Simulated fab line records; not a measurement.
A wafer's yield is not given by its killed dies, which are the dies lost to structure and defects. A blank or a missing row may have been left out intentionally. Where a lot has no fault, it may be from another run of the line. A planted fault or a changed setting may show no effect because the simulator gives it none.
Chamber matching || flow n5Finfet || rieDiel-04 running N5_MOL_CONTACT_COAG_ETCH_47: 4 sister chambers
The step etches SiNx in CH3F/O2, stops on W, target depth 27 nm. 4 wafers are shown with their chamber, then 10 later ones without.

== WAFERS WITH THEIR CHAMBER ==
{"wafer": "L086.1", "chamber": 3, "showerheadPlenumPTorr (Torr)": 1.89}
{"wafer": "L086.3", "chamber": 1, "showerheadPlenumPTorr (Torr)": 2.12}
{"wafer": "L086.4", "chamber": 2, "showerheadPlenumPTorr (Torr)": 2.02}
{"wafer": "L086.5", "chamber": 0, "showerheadPlenumPTorr (Torr)": 1.96}

== WAFERS WHOSE CHAMBER IS MISSING ==
{"wafer": "L086.6", "showerheadPlenumPTorr (Torr)": 1.89}
{"wafer": "L089.3", "showerheadPlenumPTorr (Torr)": 2.12}
{"wafer": "L089.4", "showerheadPlenumPTorr (Torr)": 2.02}
{"wafer": "L089.6", "showerheadPlenumPTorr (Torr)": 2.12}
{"wafer": "L088.1", "showerheadPlenumPTorr (Torr)": 1.96}
{"wafer": "L088.4", "showerheadPlenumPTorr (Torr)": 2.12}
{"wafer": "L088.6", "showerheadPlenumPTorr (Torr)": 1.96}
{"wafer": "L095.1", "showerheadPlenumPTorr (Torr)": 2.14}
{"wafer": "L095.3", "showerheadPlenumPTorr (Torr)": 1.95}
{"wafer": "L095.6", "showerheadPlenumPTorr (Torr)": 2.01}

== WHICH CHAMBER EACH WENT THROUGH ==
{"wafer": "L086.6", "from the rows above": 3, "in truth": 3}
{"wafer": "L089.3", "from the rows above": 1, "in truth": 1}
{"wafer": "L089.4", "from the rows above": 2, "in truth": 2}
{"wafer": "L089.6", "from the rows above": 1, "in truth": 1}
{"wafer": "L088.1", "from the rows above": 0, "in truth": 0}
{"wafer": "L088.4", "from the rows above": 1, "in truth": 1}
{"wafer": "L088.6", "from the rows above": 0, "in truth": 0}
{"wafer": "L095.1", "from the rows above": 1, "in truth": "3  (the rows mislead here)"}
{"wafer": "L095.3", "from the rows above": 0, "in truth": 0}
{"wafer": "L095.6", "from the rows above": 2, "in truth": 2}
Correctly placed: 9 of 10. Not placeable from these rows: 0. 1 placed wrongly.
How it was worked out, from the rows above alone: a wafer's distance from a chamber is the root of the sum, over the readings, of the square of ((its reading less the chamber's mean) divided by the reading's scatter). If the next closest chamber is less than 2 further off than the closest, the wafer can't be placed; otherwise it belongs to the closest. For every chamber, the mean is computed from those of its wafers that are shown. The scatter: with one shown wafer a chamber, the root of the mean of the squares of how far each hidden wafer lies from its nearest shown one.
